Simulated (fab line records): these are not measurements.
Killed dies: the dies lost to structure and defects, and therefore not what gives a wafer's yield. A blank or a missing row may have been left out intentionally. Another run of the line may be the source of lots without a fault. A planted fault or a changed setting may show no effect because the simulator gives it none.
Matching of chambers | flow nandHarc | NHARC_A_M0_DESCUM_14 on rieDiel-12 has 4 sister chambers
The step chemistry O2, time 3 s. 14 wafers are shown with their chamber, then 7 later ones without.

## WAFERS WITH THEIR CHAMBER
wafer  | chamber | oesProductAu (a.u.) | rfVppV (V) | throttleValvePct (%)
L611.1 | 1       | 0.984               | 59.9       | 11.319
L611.5 | 3       | 0.995               | 57.4       | 11.297
L611.6 | 2       | 1.003               | 57.3       | 11.319
L620.2 | 2       | 1.014               | 57.9       | 11.316
L620.5 | 1       | 0.980               | 58.4       | 11.304
L620.6 | 2       | 1.008               | 59.2       | 11.314
L621.3 | 2       | 1.011               | 58.4       | 11.331
L621.5 | 2       | 1.014               | 58.3       | 11.301
L621.6 | 1       | 0.993               | 58.7       | 11.311
L623.1 | 0       | 1.020               | 56.9       | 11.303
L623.5 | 1       | 0.990               | 57.9       | 11.318
L623.6 | 2       | 1.003               | 58.3       | 11.305
L624.3 | 3       | 1.000               | 57.6       | 11.320
L624.5 | 2       | 1.001               | 57.4       | 11.319

SIGNATURES, as means of the wafers listed above
reading          | chamber 0 | chamber 1 | chamber 2 | chamber 3 | scatter within a chamber
oesProductAu     | 1.02000   | 0.98675   | 1.00771   | 0.99750   | 0.00543
rfVppV           | 56.900    | 58.725    | 58.114    | 57.500    | 0.688
throttleValvePct | 11.30300  | 11.31300  | 11.31500  | 11.30850  | 0.00998
Rule: distance of a wafer from a chamber = root of the sum over the readings of ((wafer's reading minus chamber's mean) / reading's scatter) squared. The wafer belongs to the nearest chamber; if the next one is less than 2 further off, it can't be placed. The scatter is the square root of a quotient: the sum, over the shown wafers, of each reading's squared deviation from its chamber's mean, divided by wafers minus chambers.

## WAFERS MISSING THEIR CHAMBER
wafer  | oesProductAu (a.u.) | rfVppV (V) | throttleValvePct (%)
L624.6 | 1.000               | 56.7       | 11.313
L630.2 | 1.016               | 56.8       | 11.292
L630.4 | 0.981               | 59.3       | 11.321
L630.5 | 0.994               | 55.9       | 11.308
L633.1 | 0.983               | 57.5       | 11.290
L633.2 | 1.013               | 57.5       | 11.305
L633.3 | 0.993               | 57.3       | 11.297

## THE CHAMBER EACH PASSED THROUGH
wafer  | from the rows above          | in truth
L624.6 | can't be placed: 3 or 2      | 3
L630.2 | 0                            | 0
L630.4 | 1                            | 1
L630.5 | can't be placed: 3 or 2 or 1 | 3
L633.1 | can't be placed: 1 or 3      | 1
L633.2 | can't be placed: 0 or 2 or 3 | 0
L633.3 | can't be placed: 3 or 1      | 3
Correctly placed: 2 of 7. These rows do not allow placing 5 (true chamber among the candidates in 5). Number placed wrongly: 0.
